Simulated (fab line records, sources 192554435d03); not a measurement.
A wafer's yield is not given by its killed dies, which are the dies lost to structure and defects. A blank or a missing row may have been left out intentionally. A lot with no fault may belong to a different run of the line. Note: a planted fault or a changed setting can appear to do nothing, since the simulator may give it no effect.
Chamber matching || flow n5-finfet || N5_PMOS_HMC_CHANNEL_EPI_HM_DEP_34 on pecvd-04: 3 sister chambers
The step deposits SiO2 from TEOS/O2, target thk 36 nm, time 6.9 s. 6 wafers are shown with their chamber, then 10 later ones without.

== WAFERS PAIRED WITH THEIR CHAMBERS ==
{"wafer": "L079.6", "chamber": 2, "throttle-valve-pct (%)": 18.5, "heater-power-w (W)": 667}
{"wafer": "L084.3", "chamber": 1, "throttle-valve-pct (%)": 17.7, "heater-power-w (W)": 540}
{"wafer": "L085.4", "chamber": 2, "throttle-valve-pct (%)": 19.0, "heater-power-w (W)": 627}
{"wafer": "L085.5", "chamber": 0, "throttle-valve-pct (%)": 19.2, "heater-power-w (W)": 494}
{"wafer": "L088.1", "chamber": 1, "throttle-valve-pct (%)": 17.6, "heater-power-w (W)": 470}
{"wafer": "L088.4", "chamber": 0, "throttle-valve-pct (%)": 19.1, "heater-power-w (W)": 532}

== WAFERS WHOSE CHAMBER IS MISSING ==
{"wafer": "L088.6", "throttle-valve-pct (%)": 19.3, "heater-power-w (W)": 629}
{"wafer": "L089.3", "throttle-valve-pct (%)": 18.1, "heater-power-w (W)": 559}
{"wafer": "L089.4", "throttle-valve-pct (%)": 18.9, "heater-power-w (W)": 601}
{"wafer": "L089.6", "throttle-valve-pct (%)": 17.9, "heater-power-w (W)": 549}
{"wafer": "L092.2", "throttle-valve-pct (%)": 17.6, "heater-power-w (W)": 455}
{"wafer": "L092.4", "throttle-valve-pct (%)": 17.9, "heater-power-w (W)": 440}
{"wafer": "L092.5", "throttle-valve-pct (%)": 19.0, "heater-power-w (W)": 568}
{"wafer": "L097.1", "throttle-valve-pct (%)": 19.4, "heater-power-w (W)": 560}
{"wafer": "L097.2", "throttle-valve-pct (%)": 17.9, "heater-power-w (W)": 563}
{"wafer": "L097.5", "throttle-valve-pct (%)": 17.9, "heater-power-w (W)": 575}

== CHAMBER TAKEN BY EACH ==
{"wafer": "L088.6", "from the rows above": "can't be placed: 2 or 0", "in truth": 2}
{"wafer": "L089.3", "from the rows above": "can't be placed: 1 or 2", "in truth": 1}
{"wafer": "L089.4", "from the rows above": "can't be placed: 2 or 0", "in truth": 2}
{"wafer": "L089.6", "from the rows above": 1, "in truth": 1}
{"wafer": "L092.2", "from the rows above": 1, "in truth": 1}
{"wafer": "L092.4", "from the rows above": 1, "in truth": 1}
{"wafer": "L092.5", "from the rows above": "can't be placed: 0 or 2", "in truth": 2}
{"wafer": "L097.1", "from the rows above": 0, "in truth": 0}
{"wafer": "L097.2", "from the rows above": 1, "in truth": 1}
{"wafer": "L097.5", "from the rows above": 1, "in truth": 1}
Correctly placed: 6 of 10. These rows do not allow placing 4 (true chamber among the candidates in 4). Number placed wrongly: 0.
How it was worked out, from the rows above alone: a wafer's distance from a chamber is the root of the sum, over the readings, of the square of ((its reading less the chamber's mean) divided by the reading's scatter). If the next closest chamber is less than 2 further off than the closest, the wafer can't be placed; otherwise it belongs to the closest. Each chamber's mean is taken over the wafers shown for it. The scatter is the square root of a quotient: the sum, over the shown wafers, of each reading's squared deviation from its chamber's mean, divided by wafers minus chambers.
